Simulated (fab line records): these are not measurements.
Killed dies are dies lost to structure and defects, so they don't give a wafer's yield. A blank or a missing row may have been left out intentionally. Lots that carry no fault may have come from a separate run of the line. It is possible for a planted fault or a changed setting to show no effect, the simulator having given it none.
Chamber matching || flow n5 finfet || pecvd-04 running N5_GATE_CUT_PECVD_57: 3 sister chambers
The step deposits SiNx from SiH4/NH3/N2, target thk 21 nm. 3 wafers are shown with their chamber, then 10 later ones without.

## EACH WAFER AND ITS CHAMBER
{"wafer": "L088.4", "chamber": 0, "throttle valve pct (%)": 40.7}
{"wafer": "L090.4", "chamber": 2, "throttle valve pct (%)": 37.0}
{"wafer": "L092.5", "chamber": 1, "throttle valve pct (%)": 39.8}

## WAFERS WITHOUT THEIR CHAMBER
{"wafer": "L092.6", "throttle valve pct (%)": 40.5}
{"wafer": "L093.1", "throttle valve pct (%)": 39.6}
{"wafer": "L093.3", "throttle valve pct (%)": 40.7}
{"wafer": "L093.4", "throttle valve pct (%)": 40.7}
{"wafer": "L094.1", "throttle valve pct (%)": 37.0}
{"wafer": "L094.4", "throttle valve pct (%)": 41.0}
{"wafer": "L094.6", "throttle valve pct (%)": 37.0}
{"wafer": "L097.3", "throttle valve pct (%)": 40.7}
{"wafer": "L097.4", "throttle valve pct (%)": 40.9}
{"wafer": "L097.6", "throttle valve pct (%)": 37.1}

## THE CHAMBER EACH PASSED THROUGH
{"wafer": "L092.6", "from the rows above": 0, "in truth": 0}
{"wafer": "L093.1", "from the rows above": 1, "in truth": 1}
{"wafer": "L093.3", "from the rows above": 0, "in truth": 0}
{"wafer": "L093.4", "from the rows above": 0, "in truth": 0}
{"wafer": "L094.1", "from the rows above": 2, "in truth": 2}
{"wafer": "L094.4", "from the rows above": 0, "in truth": 0}
{"wafer": "L094.6", "from the rows above": 2, "in truth": 2}
{"wafer": "L097.3", "from the rows above": 0, "in truth": 0}
{"wafer": "L097.4", "from the rows above": 0, "in truth": 0}
{"wafer": "L097.6", "from the rows above": 2, "in truth": 2}
Placed correctly: 10 of 10. Number that these rows cannot place: 0. Wrongly placed: 0.
How it was worked out, from the rows above alone: a wafer's distance from a chamber is the root of the sum, over the readings, of the square of ((its reading less the chamber's mean) divided by the reading's scatter). The wafer belongs to the nearest chamber; if the next one is less than 2 further off, it can't be placed. The mean given for a chamber averages the wafers shown for that chamber. The scatter: root of mean squared gap, hidden wafer to nearest shown wafer, with one shown wafer a chamber.
